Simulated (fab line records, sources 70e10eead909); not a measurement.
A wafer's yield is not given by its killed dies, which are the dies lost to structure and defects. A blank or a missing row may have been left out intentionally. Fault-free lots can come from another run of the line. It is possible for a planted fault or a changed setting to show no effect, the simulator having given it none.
Matching of chambers + flow nand_harc + NHARC_P_BONDPAD_ACTIVATE_29 on rie_diel-12 has 4 sister chambers
The step chemistry N2, time 60 s. 8 wafers are shown with their chamber, then 9 later ones without.

## WAFERS, EACH WITH ITS CHAMBER
| wafer  | chamber | showerhead_plenum_p_Torr (Torr) | drypump_motor_current_A (A) |
|--------|---------|---------------------------------|-----------------------------|
| L721.1 | 3       | 1.70                            | 5.0                         |
| L721.4 | 3       | 1.70                            | 5.0                         |
| L722.5 | 0       | 1.66                            | 5.7                         |
| L724.1 | 0       | 1.66                            | 5.7                         |
| L724.6 | 2       | 1.87                            | 6.2                         |
| L726.1 | 2       | 1.87                            | 6.2                         |
| L726.3 | 1       | 1.70                            | 5.1                         |
| L726.4 | 1       | 1.71                            | 5.2                         |

## WAFERS WITH NO CHAMBER GIVEN
| wafer  | showerhead_plenum_p_Torr (Torr) | drypump_motor_current_A (A) |
|--------|---------------------------------|-----------------------------|
| L739.1 | 1.70                            | 5.2                         |
| L739.2 | 1.66                            | 5.7                         |
| L739.6 | 1.66                            | 5.7                         |
| L737.1 | 1.70                            | 5.2                         |
| L737.3 | 1.70                            | 5.0                         |
| L737.5 | 1.70                            | 5.1                         |
| L738.2 | 1.70                            | 5.0                         |
| L738.4 | 1.87                            | 6.2                         |
| L738.5 | 1.87                            | 6.2                         |

## WHICH CHAMBER EACH WENT THROUGH
| wafer  | from the rows above     | in truth |
|--------|-------------------------|----------|
| L739.1 | 1                       | 1        |
| L739.2 | 0                       | 0        |
| L739.6 | 0                       | 0        |
| L737.1 | 1                       | 1        |
| L737.3 | 3                       | 3        |
| L737.5 | can't be placed: 1 or 3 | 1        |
| L738.2 | 3                       | 3        |
| L738.4 | 2                       | 2        |
| L738.5 | 2                       | 2        |
Placed correctly: 8 of 9. From these rows, 1 cannot be placed; in 1 the true chamber is one of the candidates. 0 placed wrongly.
How it was worked out, from the rows above alone: a wafer's distance from a chamber is the root of the sum, over the readings, of the square of ((its reading less the chamber's mean) divided by the reading's scatter). If the next closest chamber is less than 2 further off than the closest, the wafer can't be placed; otherwise it belongs to the closest. The mean given for a chamber averages the wafers shown for that chamber. How the scatter is found: for the shown wafers, subtract from each reading the mean of its chamber, square and add these, divide the total by (wafers less chambers), then take the root.
